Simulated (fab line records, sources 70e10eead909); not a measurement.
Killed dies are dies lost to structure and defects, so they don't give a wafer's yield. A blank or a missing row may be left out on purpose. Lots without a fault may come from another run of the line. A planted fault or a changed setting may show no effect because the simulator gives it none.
Chamber matching | flow nand_harc | NHARC_A_STAIRCASE_DEP_325 on pecvd-01: 3 sister chambers
The step deposits SiO2, target thk 7200 nm. 6 wafers are shown with their chamber, then 8 later ones without.

WAFERS WITH THEIR CHAMBER
wafer  | chamber | heater_power_outer_w (W) | heater_power_w (W)
L085.2 | 0       | 439                      | 708
L085.4 | 1       | 315                      | 569
L088.3 | 1       | 417                      | 702
L088.5 | 0       | 342                      | 575
L088.6 | 2       | 372                      | 618
L091.2 | 2       | 441                      | 762

WAFERS WITHOUT THEIR CHAMBER
wafer  | heater_power_outer_w (W) | heater_power_w (W)
L091.4 | 339                      | 589
L091.5 | 312                      | 570
L093.1 | 439                      | 711
L093.4 | 327                      | 573
L093.6 | 312                      | 576
L097.4 | 319                      | 581
L097.5 | 341                      | 582
L097.6 | 375                      | 634

WHICH CHAMBER EACH WENT THROUGH
wafer  | from the rows above          | in truth
L091.4 | can't be placed: 1 or 0 or 2 | 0
L091.5 | can't be placed: 1 or 0 or 2 | 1
L093.1 | can't be placed: 2 or 0 or 1 | 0
L093.4 | can't be placed: 1 or 0 or 2 | 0
L093.6 | can't be placed: 1 or 0 or 2 | 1
L097.4 | can't be placed: 1 or 0 or 2 | 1
L097.5 | can't be placed: 1 or 0 or 2 | 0
L097.6 | can't be placed: 1 or 0 or 2 | 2
Placed correctly: 0 of 8. Can't be placed from these rows: 8 (the true chamber is among the candidates in 8). Placed wrongly: 0.
How it was worked out, from the rows above alone: a wafer's distance from a chamber is the root of the sum, over the readings, of the square of ((its reading less the chamber's mean) divided by the reading's scatter). The wafer belongs to the nearest chamber; if the next one is less than 2 further off, it can't be placed. A chamber's mean is the mean of its shown wafers. The scatter: the root of (the sum of the squares of (reading less its chamber's mean) over the shown wafers, divided by (wafers less chambers)).
